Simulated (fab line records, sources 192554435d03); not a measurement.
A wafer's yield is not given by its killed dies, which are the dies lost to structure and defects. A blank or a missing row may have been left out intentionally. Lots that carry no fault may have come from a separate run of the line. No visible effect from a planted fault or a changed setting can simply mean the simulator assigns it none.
The tool behind it: which one? + flow n5 finfet + 72 wafers from 24 lots sampled at 3 of the route's 1938 steps

## WHAT EACH GAUGE READ, for each wafer
N5_BEOL_M3_INSPECT_59: inspects for defects (darkfield). Usual: raw defect count at 70, with a standard deviation of 22.
| lot  | measured     | on                | raw defect count | flag |
|------|--------------|-------------------|------------------|------|
| L074 | day 7 18:02  | defect inspect-01 | 64 81 47         |      |
| L076 | day 8 03:51  | defect inspect-01 | 37 47 56         |      |
| L075 | day 8 07:13  | defect inspect-01 | 70 41 74         |      |
| L077 | day 8 12:41  | defect inspect-01 | 71 91 99         |      |
| L078 | day 8 14:11  | defect inspect-01 | 74 78 103        |      |
| L079 | day 8 19:22  | defect inspect-01 | 55 55 54         |      |
| L080 | day 9 09:40  | defect inspect-01 | 44 71 54         |      |
| L081 | day 9 09:53  | defect inspect-01 | 60 73 77         |      |
| L082 | day 9 11:55  | defect inspect-01 | 109 117 127      |      |
| L083 | day 9 21:22  | defect inspect-02 | 59 39 62         |      |
| L085 | day 9 23:12  | defect inspect-02 | 95 122 92        |      |
| L084 | day 10 03:07 | defect inspect-01 | 91 59 56         |      |
| L087 | day 11 02:46 | defect inspect-01 | 57 68 125        |      |
| L086 | day 11 12:08 | defect inspect-02 | 62 67 57         |      |
| L089 | day 11 12:14 | defect inspect-01 | 42 75 75         |      |
| L088 | day 11 17:46 | defect inspect-02 | 46 62 64         |      |
| L090 | day 11 18:19 | defect inspect-02 | 75 51 45         |      |
| L091 | day 13 08:13 | defect inspect-02 | 101 64 74        |      |
| L093 | day 13 10:08 | defect inspect-02 | 68 60 68         |      |
| L094 | day 13 13:59 | defect inspect-02 | 75 75 90         |      |
| L095 | day 13 16:42 | defect inspect-01 | 57 54 79         |      |
| L092 | day 13 19:44 | defect inspect-02 | 47 69 73         |      |
| L096 | day 13 21:55 | defect inspect-02 | 88 100 111       |      |
| L097 | day 14 02:17 | defect inspect-01 | 52 66 65         |      |

N5_BEOL_M4_CD_MEAS_11: the cd target is 16.79 nm. Usual: cd nm at 16.74 nm, with a standard deviation of 0.23.
| lot  | measured     | on        | cd nm (nm)        | flag |
|------|--------------|-----------|-------------------|------|
| L074 | day 7 18:43  | cd sem-01 | 17.16 16.72 16.78 |      |
| L076 | day 8 04:58  | cd sem-03 | 16.90 16.60 16.71 |      |
| L075 | day 8 08:07  | cd sem-02 | 16.20 16.82 16.71 |      |
| L077 | day 8 13:39  | cd sem-01 | 16.86 16.57 16.72 |      |
| L078 | day 8 16:09  | cd sem-03 | 16.89 16.40 16.66 |      |
| L079 | day 8 21:59  | cd sem-02 | 17.14 16.84 16.83 |      |
| L080 | day 9 11:59  | cd sem-01 | 17.16 17.02 16.94 |      |
| L081 | day 9 12:09  | cd sem-01 | 17.01 16.83 16.76 |      |
| L082 | day 9 12:33  | cd sem-01 | 16.69 16.59 16.97 |      |
| L083 | day 9 23:20  | cd sem-01 | 16.49 16.30 16.76 |      |
| L085 | day 10 00:18 | cd sem-03 | 16.91 16.86 16.84 |      |
| L084 | day 10 03:43 | cd sem-02 | 16.65 16.84 16.98 |      |
| L087 | day 11 04:28 | cd sem-01 | 16.42 16.49 16.78 |      |
| L086 | day 11 12:52 | cd sem-02 | 16.70 16.61 16.93 |      |
| L089 | day 11 13:04 | cd sem-02 | 16.65 16.76 16.49 |      |
| L088 | day 11 19:08 | cd sem-01 | 16.64 16.49 16.66 |      |
| L090 | day 11 19:21 | cd sem-02 | 16.38 16.53 16.56 |      |
| L091 | day 13 09:58 | cd sem-03 | 17.05 16.62 16.73 |      |
| L093 | day 13 13:10 | cd sem-02 | 16.96 17.00 16.41 |      |
| L094 | day 13 16:28 | cd sem-03 | 16.69 17.11 16.85 |      |
| L095 | day 13 19:31 | cd sem-01 | 16.78 16.36 16.87 |      |
| L092 | day 13 20:58 | cd sem-02 | 16.56 16.45 16.45 |      |
| L096 | day 14 00:40 | cd sem-03 | 16.44 17.02 16.66 |      |
| L097 | day 14 03:44 | cd sem-02 | 16.47 16.85 16.53 |      |

## WHICH TOOL RAN EACH LOT (tool, then ch and the chambers of the sampled wafers, then the start)
| lot  | N5_BEOL_M3_SPUTTER_86        |
|------|------------------------------|
| L074 | pvd sputter-02, day 7 15:48  |
| L076 | pvd sputter-03, day 8 01:41  |
| L075 | pvd sputter-03, day 8 05:02  |
| L077 | pvd sputter-03, day 8 09:58  |
| L078 | pvd sputter-01, day 8 11:55  |
| L079 | pvd sputter-02, day 8 17:11  |
| L080 | pvd sputter-01, day 9 06:47  |
| L081 | pvd sputter-02, day 9 07:08  |
| L082 | pvd sputter-02, day 9 09:43  |
| L083 | pvd sputter-01, day 9 19:11  |
| L085 | pvd sputter-01, day 9 21:02  |
| L084 | pvd sputter-03, day 10 00:56 |
| L087 | pvd sputter-01, day 11 00:34 |
| L086 | pvd sputter-03, day 11 09:32 |
| L089 | pvd sputter-01, day 11 09:49 |
| L088 | pvd sputter-03, day 11 14:41 |
| L090 | pvd sputter-01, day 11 15:39 |
| L091 | pvd sputter-02, day 13 06:02 |
| L093 | pvd sputter-02, day 13 07:57 |
| L094 | pvd sputter-02, day 13 11:46 |
| L095 | pvd sputter-01, day 13 14:31 |
| L092 | pvd sputter-03, day 13 17:32 |
| L096 | pvd sputter-03, day 13 19:41 |
| L097 | pvd sputter-01, day 14 00:07 |
- N5_BEOL_M3_SPUTTER_86: material Cu, target thk 4.5 nm, time 8.29 s.

## AS READ BY THE TOOLS THEMSELVES (means over the sampled wafers that have a number; for cases with no such wafer, the mark the record gives instead)
N5_BEOL_M3_SPUTTER_86. Usual: throttle valve pct at 30.4 %, with a standard deviation of 1.1.
| lot  | tool           | throttle valve pct (%) | flag |
|------|----------------|------------------------|------|
| L074 | pvd sputter-02 | 29.0                   |      |
| L076 | pvd sputter-03 | 31.2                   |      |
| L075 | pvd sputter-03 | 31.5                   |      |
| L077 | pvd sputter-03 | 30.8                   |      |
| L078 | pvd sputter-01 | 30.6                   |      |
| L079 | pvd sputter-02 | 29.1                   |      |
| L080 | pvd sputter-01 | 30.9                   |      |
| L081 | pvd sputter-02 | 29.2                   |      |
| L082 | pvd sputter-02 | 29.0                   |      |
| L083 | pvd sputter-01 | 30.8                   |      |
| L085 | pvd sputter-01 | 30.2                   |      |
| L084 | pvd sputter-03 | 32.2                   |      |
| L087 | pvd sputter-01 | 30.8                   |      |
| L086 | pvd sputter-03 | 31.6                   |      |
| L089 | pvd sputter-01 | 30.8                   |      |
| L088 | pvd sputter-03 | 31.2                   |      |
| L090 | pvd sputter-01 | 31.0                   |      |
| L091 | pvd sputter-02 | 29.2                   |      |
| L093 | pvd sputter-02 | 28.8                   |      |
| L094 | pvd sputter-02 | 29.3                   |      |
| L095 | pvd sputter-01 | 30.6                   |      |
| L092 | pvd sputter-03 | 30.3                   |      |
| L096 | pvd sputter-03 | 30.9                   |      |
| L097 | pvd sputter-01 | 30.9                   |      |

## THE ANSWER, worked out from the rows above alone
Rule: a lot counts as off when the mean over its wafers that have a number is more than 3 standard deviations away from the usual mean. A lot without any number at a reading at which 4 lots or more have one is off too. The other lots that the step has rows for count as sound. The gauges are gone through in route order, then the tools' own readings, and for those a lot's mean is taken as printed above. At the first step where some lot is off, the reading lying furthest off is the one used; lots without a number count as furthest.
Across all readings shown, no lot is off: no conclusion can be drawn from this.

## WHAT THE SIMULATOR PUT IN
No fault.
